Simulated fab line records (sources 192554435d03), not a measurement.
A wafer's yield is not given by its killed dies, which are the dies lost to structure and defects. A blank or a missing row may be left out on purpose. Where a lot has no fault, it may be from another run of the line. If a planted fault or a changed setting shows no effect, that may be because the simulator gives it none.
Matching of chambers -- flow n5Finfet -- N5_BEOL_M0_SAQP_HM_OPEN_112 on rieDiel-01: 4 sister chambers
The step chemistry CHF3/O2, target SiO2, stops on a-Si, target depth 12 nm, time 13.5 s. 14 wafers are shown with their chamber, then 7 later ones without.

WAFERS, EACH WITH ITS CHAMBER
wafer,chamber,showerheadPlenumPTorr (Torr),rfVppV (V),drypumpMotorCurrentA (A)
L075.1,1,2.36,523,6.0
L075.2,3,2.40,526,5.9
L075.4,0,2.48,519,6.2
L080.1,3,2.40,524,5.9
L080.3,2,2.50,536,6.0
L080.4,1,2.36,525,6.0
L083.4,2,2.50,536,6.0
L083.5,1,2.36,523,6.1
L083.6,2,2.50,536,6.0
L088.1,3,2.39,525,5.9
L088.2,2,2.49,535,6.0
L088.3,1,2.35,522,6.1
L091.1,1,2.35,524,6.1
L091.2,2,2.49,535,6.0

SIGNATURES (averages over the wafers above)
reading,chamber 0,chamber 1,chamber 2,chamber 3,scatter within a chamber
showerheadPlenumPTorr,2.4800,2.3560,2.4960,2.3967,0.00554
rfVppV,519.00,523.40,535.60,525.00,0.917
drypumpMotorCurrentA,6.200,6.060,6.000,5.900,0.0346
Rule: a wafer's distance from a chamber is the root of the sum, over the readings, of the square of ((its reading less the chamber's mean) divided by the reading's scatter). The wafer belongs to the nearest chamber; if the next one is less than 2 further off, it can't be placed. The scatter: the root of (the sum of the squares of (reading less its chamber's mean) over the shown wafers, divided by (wafers less chambers)).

WAFERS MISSING THEIR CHAMBER
wafer,showerheadPlenumPTorr (Torr),rfVppV (V),drypumpMotorCurrentA (A)
L091.4,2.39,526,5.9
L093.1,2.35,523,6.1
L093.5,2.47,519,6.2
L093.6,2.39,526,5.9
L094.2,2.47,517,6.2
L094.3,2.49,537,6.0
L094.5,2.47,519,6.2

EACH ONE'S CHAMBER
wafer,from the rows above,in truth
L091.4,3,3
L093.1,1,1
L093.5,0,0
L093.6,3,3
L094.2,0,0
L094.3,2,2
L094.5,0,0
Correct placement for 7 of the 7. Number that these rows cannot place: 0. 0 placed wrongly.
